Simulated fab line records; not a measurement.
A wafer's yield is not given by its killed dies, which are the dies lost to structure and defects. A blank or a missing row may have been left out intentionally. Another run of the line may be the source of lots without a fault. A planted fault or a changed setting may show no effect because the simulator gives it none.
Split-lot study | flow n5-finfet | 7 lots, 39 wafers read, on a route of 1938 steps

THE SPLIT
At N5_BEOL_M14_TRENCH_ETCH_34 (etches SiO2 in C4F8/O2/Ar, target depth 556.65 nm, time 126.9 s), the setting time-s was moved away from the recipe's 126.9 s on 12 of the 39 wafers read, by -37.6% to +17.3%. The other wafers ran this setting at the recipe's value.

FROM THE SPLIT TO THE READING: what the file shows between them, 10 steps
- N5_BEOL_M14_STRIP_70: strips in C4F8/O2/Ar
- N5_BEOL_M14_OCD_MEAS_35
- N5_BEOL_M14_STRIP_37: strips in O2
- N5_BEOL_M14_ETCH_38: etches SiCN in CF4/N2, target depth 106.5 nm, time 120.6 s
- N5_BEOL_M14_ECD_47: material Cu, target thk 1248 nm
- N5_BEOL_M14_ANNEAL_48: time 90 s
- N5_BEOL_M14_CMP_49: polishes, stops on SiO2, t overpolish 5.2 s, target thk 560 nm
- N5_BEOL_M14_THK_MEAS_50: measures by xrf
- N5_BEOL_M14_PRE_CLEAN_52: time 15 s
- N5_BEOL_M14_DEP_53: deposits SiCN from 3MS/NH3, target thk 50 nm, time 17.8 s

THE READING
M14_RS (ohm/sq), read at N5_BEOL_M14_RS_MEAS_54 with a four-point probe. A value of 0.0329 ohm/sq with a standard deviation of 0.00094 ohm/sq is what fault-free wafers of this fab line usually give.

wafer  | tool, chamber at the split | time-s as run, s | against the recipe | M14_RS, ohm/sq | against lot-mates on the recipe
L084.1 | rie-diel-01, 3             | 79.18            | -37.6%             | 0.0517         | +0.0183
L084.2 | rie-diel-01, 1             | 79.18            | -37.6%             | 0.0520         | +0.0186
L084.3 | rie-diel-01, 2             | 126.9            | recipe             | 0.0320         | -
L084.4 | rie-diel-01, 0             | 126.9            | recipe             | 0.0340         | -
L084.5 | rie-diel-01, 0             | 126.9            | recipe             | 0.0341         | -
L084.6 | rie-diel-01, 3             | 79.18            | -37.6%             | 0.0517         | +0.0183
L085.1 | rie-diel-06, 3             | 148.8            | +17.3%             | 0.0293         | -0.0051
L085.2 | rie-diel-06, 2             | 148.8            | +17.3%             | 0.0276         | -0.0068
L085.3 | rie-diel-06, 0             | 126.9            | recipe             | 0.0342         | -
L085.4 | rie-diel-06, 3             | 126.9            | recipe             | 0.0345         | -
L085.5 | rie-diel-06, 0             | 126.9            | recipe             | 0.0346         | -
L085.6 | rie-diel-06, 2             | 148.8            | +17.3%             | 0.0276         | -0.0068
L089.3 | rie-diel-03, 1             | 126.9            | recipe             | 0.0325         | -
L089.4 | rie-diel-03, 3             | 126.9            | recipe             | 0.0321         | -
L089.5 | rie-diel-03, 2             | 126.9            | recipe             | 0.0327         | -
L088.1 | rie-diel-03, 0             | 126.9            | recipe             | 0.0339         | -
L088.2 | rie-diel-03, 1             | 126.9            | recipe             | 0.0322         | -
L088.3 | rie-diel-03, 2             | 126.9            | recipe             | 0.0321         | -
L088.4 | rie-diel-03, 3             | 126.9            | recipe             | 0.0324         | -
L088.5 | rie-diel-03, 0             | 126.9            | recipe             | 0.0342         | -
L088.6 | rie-diel-03, 3             | 126.9            | recipe             | 0.0326         | -
L091.1 | rie-diel-01, 1             | 90.91            | -28.4%             | 0.0457         | +0.0119
L091.2 | rie-diel-01, 0             | 126.9            | recipe             | 0.0345         | -
L091.3 | rie-diel-01, 2             | 126.9            | recipe             | 0.0324         | -
L091.4 | rie-diel-01, 3             | 90.91            | -28.4%             | 0.0450         | +0.0112
L091.5 | rie-diel-01, 3             | 90.91            | -28.4%             | 0.0450         | +0.0112
L091.6 | rie-diel-01, 0             | 126.9            | recipe             | 0.0346         | -
L092.1 | rie-diel-06, 0             | 126.9            | recipe             | 0.0343         | -
L092.2 | rie-diel-06, 1             | 126.9            | recipe             | 0.0331         | -
L092.3 | rie-diel-06, 3             | 126.9            | recipe             | 0.0342         | -
L092.4 | rie-diel-06, 2             | 126.9            | recipe             | 0.0323         | -
L092.5 | rie-diel-06, 3             | 126.9            | recipe             | 0.0337         | -
L092.6 | rie-diel-06, 0             | 126.9            | recipe             | 0.0345         | -
L094.1 | rie-diel-03, 3             | 126.9            | recipe             | 0.0323         | -
L094.2 | rie-diel-03, 2             | 126.9            | recipe             | 0.0325         | -
L094.3 | rie-diel-03, 0             | 147.8            | +16.5%             | 0.0294         | -0.0030
L094.4 | rie-diel-03, 1             | 147.8            | +16.5%             | 0.0279         | -0.0045
L094.5 | rie-diel-03, 1             | 126.9            | recipe             | 0.0324         | -
L094.6 | rie-diel-03, 2             | 147.8            | +16.5%             | 0.0277         | -0.0047

THE FIT
A straight line over all 39 wafers: M14_RS changes by -0.000426 ohm/sq for each +1% of time-s; r = -0.98; the points scatter about the line by 0.0013 ohm/sq.
The same after taking each lot's own level away (the mean of its wafers on the recipe; 39 wafers): -0.000422 ohm/sq for each +1%; r = -0.98; scatter 0.0013 ohm/sq.
That fit puts the effect of the largest move of time-s on the reading at 0.016 ohm/sq.
The span of the lots' own levels, 0.03240 to 0.03443 ohm/sq, comes to 2.2 times the standard deviation stated above.
So the lot-to-lot level changes the slope little: the two slopes agree.
Check: with one of the wafers moved furthest among these (-37.6%) left out of the fit, the line predicts +0.0159 ohm/sq for it against its lot-mates. It came out at +0.0183 ohm/sq against them.

OTHER SPLITS ON THESE WAFERS
Note: prior to the reading, these wafers also went through further splits. Each is held against what the fit with the lots' levels taken away leaves over:
other split on the same wafers | wafers away from the commonest value | r with M14_RS (lot level and that fit taken away)
N5_BEOL_M10_PECVD_70 time-s    | 12                                   | +0.00

THE WHOLE CHAIN: every reading that the file lists as answering this split, in the file's order
step                       | what it does                                                    | reading                                                                       | change (the file's fit)               | r (the file's)
N5_BEOL_M14_TRENCH_ETCH_34 | etches SiO2 in C4F8/O2/Ar, target depth 556.65 nm, time 126.9 s | etch.depth-nm (the simulator's own value, which no gauge read)                | +5.21 nm for each +1% of the setting  | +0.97
N5_BEOL_M14_OCD_MEAS_35    |                                                                 | trench-depth-nm                                                               | +5.22 nm for each +1% of the setting  | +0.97
N5_BEOL_M14_CMP_49         | polishes, stops on SiO2, t overpolish 5.2 s, target thk 560 nm  | Cu_of_BEOL_M14_ECD_47.thk-nm (the simulator's own value, which no gauge read) | +5.21 nm for each +1% of the setting  | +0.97
N5_BEOL_M14_THK_MEAS_50    | measures by xrf                                                 | M14_THK                                                                       | +4.96 for each +1% of the setting     | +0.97
N5_BEOL_M14_RS_MEAS_54     | measures by four-point-probe                                    | M14_RS                                                                        | -0.000428 for each +1% of the setting | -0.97

FILE'S OWN FIT
M14_RS changes by -0.000428 ohm/sq for each +1% of time-s, r = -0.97.
